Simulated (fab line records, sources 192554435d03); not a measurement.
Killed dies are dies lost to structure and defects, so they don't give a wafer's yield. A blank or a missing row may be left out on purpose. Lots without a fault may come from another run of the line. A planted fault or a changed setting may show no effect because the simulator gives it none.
Chamber matching | flow n5_finfet | N5_BEOL_M9_STRIP_36 on rie_diel-06: 4 sister chambers
The step strips in N2/H2. 7 wafers are shown with their chamber, then 7 later ones without.

WAFERS WITH THEIR CHAMBER
wafer  | chamber | drypump_motor_current_A (A) | showerhead_plenum_p_Torr (Torr)
L078.2 | 3       | 5.07                        | 2.40
L083.1 | 0       | 5.49                        | 2.56
L090.1 | 0       | 5.48                        | 2.56
L090.4 | 1       | 5.97                        | 2.57
L090.5 | 2       | 5.97                        | 2.66
L094.1 | 2       | 5.96                        | 2.65
L094.2 | 1       | 5.99                        | 2.57

WAFERS WITHOUT THEIR CHAMBER
wafer  | drypump_motor_current_A (A) | showerhead_plenum_p_Torr (Torr)
L094.4 | 5.09                        | 2.71
L096.1 | 5.08                        | 2.71
L096.2 | 5.46                        | 2.55
L096.3 | 6.00                        | 2.56
L097.2 | 5.96                        | 2.56
L097.4 | 5.06                        | 2.71
L097.6 | 5.48                        | 2.55

WHICH CHAMBER EACH WENT THROUGH
wafer  | from the rows above | in truth
L094.4 | 0                   | 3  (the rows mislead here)
L096.1 | 0                   | 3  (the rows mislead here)
L096.2 | 0                   | 0
L096.3 | 1                   | 1
L097.2 | 1                   | 1
L097.4 | 0                   | 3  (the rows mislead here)
L097.6 | 0                   | 0
Placed correctly: 4 of 7. Can't be placed from these rows: 0. Placed wrongly: 3.
How it was worked out, from the rows above alone: a wafer's distance from a chamber is the root of the sum, over the readings, of the square of ((its reading less the chamber's mean) divided by the reading's scatter). The wafer belongs to the nearest chamber; if the next one is less than 2 further off, it can't be placed. A chamber's mean is the mean of its shown wafers. The scatter: the root of (the sum of the squares of (reading less its chamber's mean) over the shown wafers, divided by (wafers less chambers)).
